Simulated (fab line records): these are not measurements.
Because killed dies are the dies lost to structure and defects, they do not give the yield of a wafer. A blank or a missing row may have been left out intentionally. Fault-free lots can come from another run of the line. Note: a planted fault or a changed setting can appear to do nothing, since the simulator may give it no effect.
Lot-split experiment | flow n5_finfet | on a route of 1938 steps: 7 lots, 39 wafers read

## ABOUT THE SPLIT
At N5_BEOL_M10_CVD_75 (deposits Co from CCTBA/H2, target thk 2 nm, time 138.9 s), the setting target_thk_a was moved away from the recipe's 20 angstrom on 18 of the 39 wafers read, by -15.3% to +53.8%. For the rest of the wafers, this setting stayed at what the recipe calls for.

The split's own step is where the reading is taken.

## THE READING
Co_of_BEOL_M10_CVD_75.thk_nm (the simulator's own value, which no gauge read), in nm, at N5_BEOL_M10_CVD_75 (deposits Co from CCTBA/H2, target thk 2 nm, time 138.9 s). There is no usual value for it anywhere in the file. The 21 wafers here that ran the recipe average 2.0 nm, standard deviation 0.12 nm.

wafer  | tool, chamber at the split | target_thk_a as run, angstrom | against the recipe | Co_of_BEOL_M10_CVD_75.thk_nm, nm | against lot-mates on the recipe
L074.1 | cvd_co-02, 2,1,2           | 20                            | recipe             | 2                                | -
L074.3 | cvd_co-02, 2,1,2           | 20                            | recipe             | 2                                | -
L074.6 | cvd_co-02, 2,1,2           | 20                            | recipe             | 2                                | -
L080.1 | cvd_co-01, 0,2             | 29.21                         | +46.1%             | 3                                | +1.1
L080.3 | cvd_co-01, 0,2             | 29.21                         | +46.1%             | 3                                | +1.1
L080.2 | cvd_co-01, 1               | 20                            | recipe             | 1.8                              | -
L080.4 | cvd_co-01, 1,2             | 20                            | recipe             | 2                                | -
L080.6 | cvd_co-01, 1,2             | 20                            | recipe             | 2                                | -
L080.5 | cvd_co-01, 0               | 29.21                         | +46.1%             | 2.8                              | +0.9
L082.1 | cvd_co-02, 2,1,2           | 20                            | recipe             | 2                                | -
L082.3 | cvd_co-02, 2,1,2           | 20                            | recipe             | 2                                | -
L082.6 | cvd_co-02, 2,1,2           | 20                            | recipe             | 2                                | -
L082.2 | cvd_co-02, 0               | 16.95                         | -15.3%             | 1.8                              | -0.2
L082.4 | cvd_co-02, 0               | 16.95                         | -15.3%             | 1.8                              | -0.2
L082.5 | cvd_co-02, 1               | 16.95                         | -15.3%             | 1.6                              | -0.4
L086.1 | cvd_co-02, 1               | 20                            | recipe             | 1.8                              | -
L086.2 | cvd_co-02, 2               | 20                            | recipe             | 2                                | -
L086.3 | cvd_co-02, 0               | 20                            | recipe             | 2.2                              | -
L086.4 | cvd_co-02, 0,2             | 29.64                         | +48.2%             | 3                                | +1.0
L086.6 | cvd_co-02, 0,2             | 29.64                         | +48.2%             | 3                                | +1.0
L086.5 | cvd_co-02, 1               | 29.64                         | +48.2%             | 2.8                              | +0.8
L087.1 | cvd_co-01, 0               | 26.04                         | +30.2%             | 2.6                              | +0.6
L087.2 | cvd_co-01, 2               | 20                            | recipe             | 2.2                              | -
L087.3 | cvd_co-01, 1               | 20                            | recipe             | 1.8                              | -
L087.4 | cvd_co-01, 2               | 26.04                         | +30.2%             | 2.8                              | +0.8
L087.5 | cvd_co-01, 1               | 26.04                         | +30.2%             | 2.4                              | +0.4
L087.6 | cvd_co-01, 0               | 20                            | recipe             | 2                                | -
L095.1 | cvd_co-01, 2,0,0           | 20                            | recipe             | 2                                | -
L095.2 | cvd_co-01, 2,0,0           | 20                            | recipe             | 2                                | -
L095.6 | cvd_co-01, 2,0,0           | 20                            | recipe             | 2                                | -
L095.3 | cvd_co-01, 0               | 30.75                         | +53.8%             | 3.2                              | +1.2
L095.4 | cvd_co-01, 2               | 30.75                         | +53.8%             | 3                                | +1.0
L095.5 | cvd_co-01, 2               | 30.75                         | +53.8%             | 3                                | +1.0
L096.1 | cvd_co-01, 2               | 28.52                         | +42.6%             | 3                                | +0.9
L096.3 | cvd_co-01, 2               | 28.52                         | +42.6%             | 3                                | +0.9
L096.2 | cvd_co-01, 0               | 20                            | recipe             | 2.2                              | -
L096.5 | cvd_co-01, 0               | 20                            | recipe             | 2.2                              | -
L096.4 | cvd_co-01, 0               | 28.52                         | +42.6%             | 2.8                              | +0.7
L096.6 | cvd_co-01, 2               | 20                            | recipe             | 2                                | -
The file does not say which wafer passed through which chamber wherever a row lists several chambers: such a row stands for several wafers.

THE FIT
A straight line over all 39 wafers: Co_of_BEOL_M10_CVD_75.thk_nm changes by +0.0198 nm for each +1% of target_thk_a; r = +0.97; the points scatter about the line by 0.12 nm.
The same after taking each lot's own level away (the mean of its wafers on the recipe; 39 wafers): +0.0198 nm for each +1%; r = +0.97; scatter 0.11 nm.
According to that fit, moving target_thk_a by its largest amount changes the reading by 1.1 nm.
Across the lots, their own levels run from 1.93 to 2.13 nm, a range of 1.7 times the standard deviation given above.
Hence the lot-to-lot level has little effect on the slope; both slopes agree.
Check: for one of the wafers moved furthest among these (+53.8%), held out of the fit, the line's prediction against its lot-mates is +1.05 nm. Against them it came out at +1.2 nm.

## FILE'S OWN FIT
Co_of_BEOL_M10_CVD_75.thk_nm changes by +0.0199 nm for each +1% of target_thk_a, r = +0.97.
